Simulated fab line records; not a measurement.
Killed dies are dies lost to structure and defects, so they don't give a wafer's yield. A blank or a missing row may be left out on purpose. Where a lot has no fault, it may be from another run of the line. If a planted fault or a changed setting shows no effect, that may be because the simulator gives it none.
Split-lot trial :: flow n5_finfet :: 21 wafers read across 7 lots, on a route 1938 steps long

## THE SPLIT
At N5_MOL_CONTACT_COAG_ETCH_124 (etches SiNx in CH3F/O2, stops on SiOC, target depth 6.5 nm), the setting source_w was moved away from the recipe's 395 W on 6 of the 21 wafers read, by -16.2% to -5.2%. This setting was run at the recipe's value on the other wafers.

The split's own step is where the reading is taken.

## THE READING
rf_vpp_V, in V, at N5_MOL_CONTACT_COAG_ETCH_124 (etches SiNx in CH3F/O2, stops on SiOC, target depth 6.5 nm). Fault-free wafers of this fab line usually give 294 V, standard deviation 5.3 V.

wafer: L074.1
tool, chamber at the split: rie_diel-06, 1
source_w as run, W: 395
against the recipe: recipe
rf_vpp_V, V: 304
against lot-mates on the recipe: -

wafer: L074.3
tool, chamber at the split: rie_diel-06, 3
source_w as run, W: 395
against the recipe: recipe
rf_vpp_V, V: 295
against lot-mates on the recipe: -

wafer: L074.6
tool, chamber at the split: rie_diel-06, 3
source_w as run, W: 355.4
against the recipe: -10.0%
rf_vpp_V, V: 309
against lot-mates on the recipe: +10

wafer: L080.1
tool, chamber at the split: rie_diel-02, 1
source_w as run, W: 374.6
against the recipe: -5.2%
rf_vpp_V, V: 302
against lot-mates on the recipe: +12

wafer: L080.2
tool, chamber at the split: rie_diel-02, 0
source_w as run, W: 395
against the recipe: recipe
rf_vpp_V, V: 290
against lot-mates on the recipe: -

wafer: L080.6
tool, chamber at the split: rie_diel-02, 3
source_w as run, W: 374.6
against the recipe: -5.2%
rf_vpp_V, V: 300
against lot-mates on the recipe: +10

wafer: L087.2
tool, chamber at the split: rie_diel-06, 2
source_w as run, W: 395
against the recipe: recipe
rf_vpp_V, V: 297
against lot-mates on the recipe: -

wafer: L087.4
tool, chamber at the split: rie_diel-06, 0
source_w as run, W: 395
against the recipe: recipe
rf_vpp_V, V: 287
against lot-mates on the recipe: -

wafer: L087.5
tool, chamber at the split: rie_diel-06, 0
source_w as run, W: 395
against the recipe: recipe
rf_vpp_V, V: 287
against lot-mates on the recipe: -

wafer: L088.2
tool, chamber at the split: rie_diel-02, 0
source_w as run, W: 395
against the recipe: recipe
rf_vpp_V, V: 290
against lot-mates on the recipe: -

wafer: L088.5
tool, chamber at the split: rie_diel-02, 1
source_w as run, W: 331
against the recipe: -16.2%
rf_vpp_V, V: 321
against lot-mates on the recipe: +31

wafer: L088.6
tool, chamber at the split: rie_diel-02, 0
source_w as run, W: 331
against the recipe: -16.2%
rf_vpp_V, V: 313
against lot-mates on the recipe: +23

wafer: L090.1
tool, chamber at the split: rie_diel-06, 3
source_w as run, W: 395
against the recipe: recipe
rf_vpp_V, V: 295
against lot-mates on the recipe: -

wafer: L090.3
tool, chamber at the split: rie_diel-06, 1
source_w as run, W: 395
against the recipe: recipe
rf_vpp_V, V: 301
against lot-mates on the recipe: -

wafer: L090.6
tool, chamber at the split: rie_diel-06, 1
source_w as run, W: 395
against the recipe: recipe
rf_vpp_V, V: 302
against lot-mates on the recipe: -

wafer: L093.1
tool, chamber at the split: rie_diel-06, 0
source_w as run, W: 395
against the recipe: recipe
rf_vpp_V, V: 286
against lot-mates on the recipe: -

wafer: L093.4
tool, chamber at the split: rie_diel-06, 3
source_w as run, W: 395
against the recipe: recipe
rf_vpp_V, V: 294
against lot-mates on the recipe: -

wafer: L093.6
tool, chamber at the split: rie_diel-06, 3
source_w as run, W: 395
against the recipe: recipe
rf_vpp_V, V: 293
against lot-mates on the recipe: -

wafer: L095.3
tool, chamber at the split: rie_diel-06, 2
source_w as run, W: 395
against the recipe: recipe
rf_vpp_V, V: 295
against lot-mates on the recipe: -

wafer: L095.4
tool, chamber at the split: rie_diel-06, 3
source_w as run, W: 395
against the recipe: recipe
rf_vpp_V, V: 294
against lot-mates on the recipe: -

wafer: L095.6
tool, chamber at the split: rie_diel-06, 3
source_w as run, W: 348.4
against the recipe: -11.8%
rf_vpp_V, V: 313
against lot-mates on the recipe: +18

THE FIT
A straight line over all 21 wafers: rf_vpp_V changes by -1.46 V for each +1% of source_w; r = -0.86; the points scatter about the line by 4.9 V.
The same after taking each lot's own level away (the mean of its wafers on the recipe; 21 wafers): -1.59 V for each +1%; r = -0.92; scatter 3.8 V.
On that fit, the largest move of source_w shifts the reading by 26 V.
The span of the lots' own levels, 290.0 to 299.5 V, comes to 1.8 times the standard deviation stated above.
Hence the lot-to-lot level has little effect on the slope; both slopes agree.
Check: with one of the wafers moved furthest among these (-16.2%) left out of the fit, the line predicts +23.2 V for it against its lot-mates. It came out at +31 V against them.
Tool readings at the split's step, against how far the setting was moved: rf_vpp_V r = -0.86.

## ADDITIONAL SPLITS CARRIED BY THESE WAFERS
These wafers also went through other splits before the reading. Each is held against what the fit with the lots' levels taken away leaves over:
other split on the same wafers: N5_SD_EPI_N_EPI_21 epi_growth_time_s
wafers away from the commonest value: 7
r with rf_vpp_V (lot level and that fit taken away): -0.39

other split on the same wafers: N5_SDB_EXPOSE_08 dose_mj
wafers away from the commonest value: 8
r with rf_vpp_V (lot level and that fit taken away): -0.06

other split on the same wafers: N5_HKMG_FIN_ETCH_54 source_w
wafers away from the commonest value: 11
r with rf_vpp_V (lot level and that fit taken away): +0.14

other split on the same wafers: N5_HKMG_FIN_ETCH_55 time_s
wafers away from the commonest value: 8
r with rf_vpp_V (lot level and that fit taken away): +0.21

other split on the same wafers: N5_GATE_CUT_DESCUM_18 time_s
wafers away from the commonest value: 8
r with rf_vpp_V (lot level and that fit taken away): +0.01

other split on the same wafers: N5_MOL_CONTACT_COAG_EXPOSE_05 dose_mj
wafers away from the commonest value: 5
r with rf_vpp_V (lot level and that fit taken away): -0.09

other split on the same wafers: N5_MOL_CONTACT_COAG_CONTACT_ETCH_14 source_w
wafers away from the commonest value: 5
r with rf_vpp_V (lot level and that fit taken away): +0.00

## THE FILE'S OWN FIT
rf_vpp_V changes by -1.54 V for each +1% of source_w, r = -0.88.
